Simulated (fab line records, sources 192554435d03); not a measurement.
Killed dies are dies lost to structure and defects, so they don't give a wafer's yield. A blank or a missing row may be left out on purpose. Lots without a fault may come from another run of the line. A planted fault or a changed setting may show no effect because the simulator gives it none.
Which tool did it? | flow n5_finfet | 12 lots, 34 wafers sampled, at 1 step of a route of 1938

WHAT THE GAUGES READ, wafer by wafer
N5_HKMG_FIN_THK_MEAS_70: measures by xrf. Usual: HK_THK 1.589 nm, standard deviation 0.022.
lot  | measured     | on            | HK_THK (nm)       | flag
L140 | day 4 08:10  | film_metro-02 | 1.569 1.563       |
L141 | day 4 12:08  | film_metro-02 | 1.595 1.588 1.553 |
L145 | day 5 17:42  | film_metro-02 | 1.598 1.575 1.611 |
L146 | day 5 21:04  | film_metro-02 | 1.604 1.598 1.564 |
L153 | day 7 12:37  | film_metro-02 | 1.589 1.573 1.617 |
L155 | day 8 12:38  | film_metro-02 | 1.585 1.573 1.573 |
L156 | day 8 14:17  | film_metro-02 | 1.627 1.522       |
L157 | day 8 17:39  | film_metro-02 | 1.589 1.597 1.642 |
L159 | day 9 05:01  | film_metro-01 | 1.586 1.585 1.564 |
L158 | day 9 05:45  | film_metro-01 | 1.582 1.564 1.579 |
L160 | day 9 11:32  | film_metro-01 | 1.577 1.601 1.537 |
L162 | day 10 00:31 | film_metro-01 | 1.569 1.570 1.578 |

WHICH TOOL RAN EACH LOT (tool, then ch and the chambers of the sampled wafers, then the start)
The record holds no process step before these readings.

WHAT THE TOOLS THEMSELVES READ (means of the sampled wafers that have a number; where no wafer has one, the mark that the record gives instead)
The record holds no such reading with a usual standard deviation.

THE ANSWER, worked out from the rows above alone
Rule: a lot is off if the mean of its wafers that have a number lies more than 3 standard deviations from the usual mean. A lot without any number at a reading at which 4 lots or more have one is off too. The other lots that the step has rows for count as sound. The gauges are gone through in route order, then the tools' own readings, and for those a lot's mean is taken as printed above. The first step at which some lot is off is used, and at that step the reading that is off furthest; a lot without a number counts as furthest.
No lot is off at any reading shown: from this, nothing can be told.

WHAT THE SIMULATOR HAD PUT IN
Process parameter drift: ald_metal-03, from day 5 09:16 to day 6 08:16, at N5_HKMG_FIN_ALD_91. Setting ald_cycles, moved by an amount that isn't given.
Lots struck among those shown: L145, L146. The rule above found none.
